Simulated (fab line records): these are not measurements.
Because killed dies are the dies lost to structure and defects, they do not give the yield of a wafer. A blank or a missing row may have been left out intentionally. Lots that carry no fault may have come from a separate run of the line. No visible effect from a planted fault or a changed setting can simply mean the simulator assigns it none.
Problem report, 8D (eight disciplines) form, completed by code    flow nandHarc    the parts of the form that need people (team, actions taken, sign-off) are left out

1. PROBLEM STATEMENT
At NHARC_A_ONON_D1_THK_MEAS_18, thkNm averages 671 nm over 6 wafers from 2 lots, while fault-free wafers read 1001 nm, standard deviation 9.5. That is -35 standard deviations from the usual mean.
The step: measures by ellipsometry.
Earliest sighting: wafer L428.4 on filmMetro-01 at day 16 16:13. At this step, 39 wafers from 13 lots have a number in the record. Rule for "out" (also "out of limits"): further than 4 standard deviations from the usual mean. Any other wafer with a number is counted as sound.

2. WHAT IT IS, WHAT IT ISN'T
question                     is                      is not
which readings at this step  thkNm                   -
which lots                   L428, L429              L408, L409, L410, L412, L413, L414, L418, L419, L420, L424, L425
which wafers of those lots   all that have a number  -
read on which gauges         filmMetro-01            filmMetro-02
when                         from day 16 16:13       up to then (33 sound wafers)

3. WHAT RULES OUT EACH SUSPECT
Counting: a tool at any process step up to the reading remains a suspect when it ran all the lots that are out and ran no sound lot after the first of those.
- ruled out: the gauge at NHARC_A_ONON_D1_THK_MEAS_18. All the wafers that are out were read on filmMetro-01, but those of them that NHARC_END_SORT_01 has rows for are out there too, on other tools.
- rieDiel-09 at NHARC_A_ZERO_WELL_DESCUM_12 (chemistry O2, time 3 s): kept. Every lot that is out went through it, starting with L428 (day 15 07:26), and after that it ran no sound lot; the last sound lot it ran before then is L425 (day 14 01:37).
- pecvdOnon-01 at NHARC_A_ONON_D1_DEP_16 (target thk 1000 nm): kept. Every lot that is out went through it, starting with L428 (day 16 15:53), and after that it ran no sound lot; the last sound lot it ran before then is L425 (day 15 07:58).
The count leaves pecvdOnon-01 at NHARC_A_ONON_D1_DEP_16 and rieDiel-09 at NHARC_A_ZERO_WELL_DESCUM_12.

4. THE CAUSE (what the simulator had put in)
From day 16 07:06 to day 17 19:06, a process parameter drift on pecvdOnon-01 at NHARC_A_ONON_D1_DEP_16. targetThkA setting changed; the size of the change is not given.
Counting left 2 suspects, and this tool is among them.

5. THE CHAIN OF EFFECTS, in route order
Each row: a reading whose mean over the struck wafers that have a number lies more than 3 standard deviations from the usual. Readings are gone through only where the record gives a usual standard deviation; hours: the median, over the lots, of the time from a lot's start at the first step in this table giving one to that lot's start at this step; sigmas: the change measured in usual standard deviations.
hours  step                         reading        usual    on struck wafers  change  sigmas
0      NHARC_A_ONON_D1_THK_MEAS_18  thkNm          1001 nm  671               -330    -35
392    NHARC_END_SORT_01            killedAtArray  53       672               +619    +34
392    NHARC_END_SORT_01            killedDies     58       677               +619    +34

6. HOW IT WOULD HAVE BEEN CAUGHT EARLIER
In this record the first reading out of limits at a measuring or inspecting step was taken at day 16 16:13, 9 hours after the fault began at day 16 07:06.
L429, from the lots that are out (2), started NHARC_A_ONON_D1_DEP_16 on pecvdOnon-01 later than day 16 16:13. Had the tool been put on hold then, it would have been spared.
